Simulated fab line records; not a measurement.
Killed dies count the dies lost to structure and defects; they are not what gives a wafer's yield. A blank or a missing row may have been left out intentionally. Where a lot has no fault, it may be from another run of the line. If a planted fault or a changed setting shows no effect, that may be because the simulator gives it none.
Which tool was responsible?	flow n5-finfet	10 lots with 29 wafers sampled at 3 steps, on a route of 1938 steps

== WHAT EACH GAUGE READ, for each wafer ==
N5_BEOL_M2_CD_MEAS_28: target cd 26.2 nm, target cd y 24.1 nm.
lot	measured	on	cd-nm (nm)
L837	day 7 03:29	cd-sem-03	26.37 25.97 25.93
L838	day 7 14:35	cd-sem-03	26.43 25.86 26.32
L839	day 7 19:23	cd-sem-01	26.15 19.16 20.28
L840	day 7 19:35	cd-sem-03	26.00 20.81 26.24
L842	day 8 17:56	cd-sem-03	26.32 20.75
L853	day 11 05:31	cd-sem-03	26.05 25.99 26.09
L854	day 11 13:06	cd-sem-03	26.20 26.44 26.20
L855	day 11 18:58	cd-sem-02	26.04 25.90 26.39
L858	day 12 11:26	cd-sem-03	26.11 26.04 25.96
L857	day 12 21:01	cd-sem-02	25.51 25.83 25.92

== TOOL THAT RAN EACH LOT (tool first, then ch and the chambers of the sampled wafers, then the start) ==
lot	N5_BEOL_M2_PECVD_72	N5_BEOL_M2_EXPOSE_25
L837	pecvd-03 ch 0,1,2, day 7 00:02	euv-scanner-02 ch 0, day 7 03:20
L838	pecvd-04 ch 1,2, day 7 10:03	euv-scanner-02 ch 0, day 7 14:26
L839	pecvd-04 ch 0,1,2, day 7 15:57	euv-scanner-02 ch 0, day 7 19:15
L840	pecvd-04 ch 1,2, day 7 16:05	euv-scanner-02 ch 0, day 7 19:28
L842	pecvd-03 ch 0,2, day 8 15:13	euv-scanner-02 ch 0, day 8 17:49
L853	pecvd-04 ch 0,1, day 11 03:02	euv-scanner-02 ch 0, day 11 05:23
L854	pecvd-02 ch 0,2, day 11 10:37	euv-scanner-02 ch 0, day 11 12:58
L855	pecvd-02 ch 0,1,2, day 11 16:14	euv-scanner-02 ch 0, day 11 18:51
L858	pecvd-04 ch 1,2, day 12 09:22	euv-scanner-02 ch 0, day 12 11:17
L857	pecvd-02 ch 0,1,2, day 12 18:58	euv-scanner-01 ch 0, day 12 20:52
- N5_BEOL_M2_PECVD_72: deposits SiO2 from TEOS/O2, target thk 16 nm, time 18 s.
- N5_BEOL_M2_EXPOSE_25: exposes mask V1, defocus 5 nm.

== THE ANSWER, worked out from the rows above alone ==
Rule: what is usual is taken from the lots themselves. Put in order of their means at a reading, lots are off if they are a third of the lots or fewer, leave a main group of 4 or more, and stand apart from it by a gap of 3 or more times the standard deviation of the main group's means; of several such gaps the widest counts. Not used: any main group whose means are identical at the precision the tables above print for the reading. Also off: a lot with no number at a reading for which 4 or more lots have one. The other lots that the step has rows for count as sound.
Off: L839, L840, L842 (N5_BEOL_M2_CD_MEAS_28, cd-nm). Main group: mean 26.07 nm, sd 0.15.
If a tool, at a process step before that reading, ran all the lots that are off and no sound lot after the first of them, it fits. Gauges at N5_BEOL_M2_CD_MEAS_28: tried the same way as those tools. No candidate that was tried fits.

== WHAT HAD BEEN PUT IN BY THE SIMULATOR ==
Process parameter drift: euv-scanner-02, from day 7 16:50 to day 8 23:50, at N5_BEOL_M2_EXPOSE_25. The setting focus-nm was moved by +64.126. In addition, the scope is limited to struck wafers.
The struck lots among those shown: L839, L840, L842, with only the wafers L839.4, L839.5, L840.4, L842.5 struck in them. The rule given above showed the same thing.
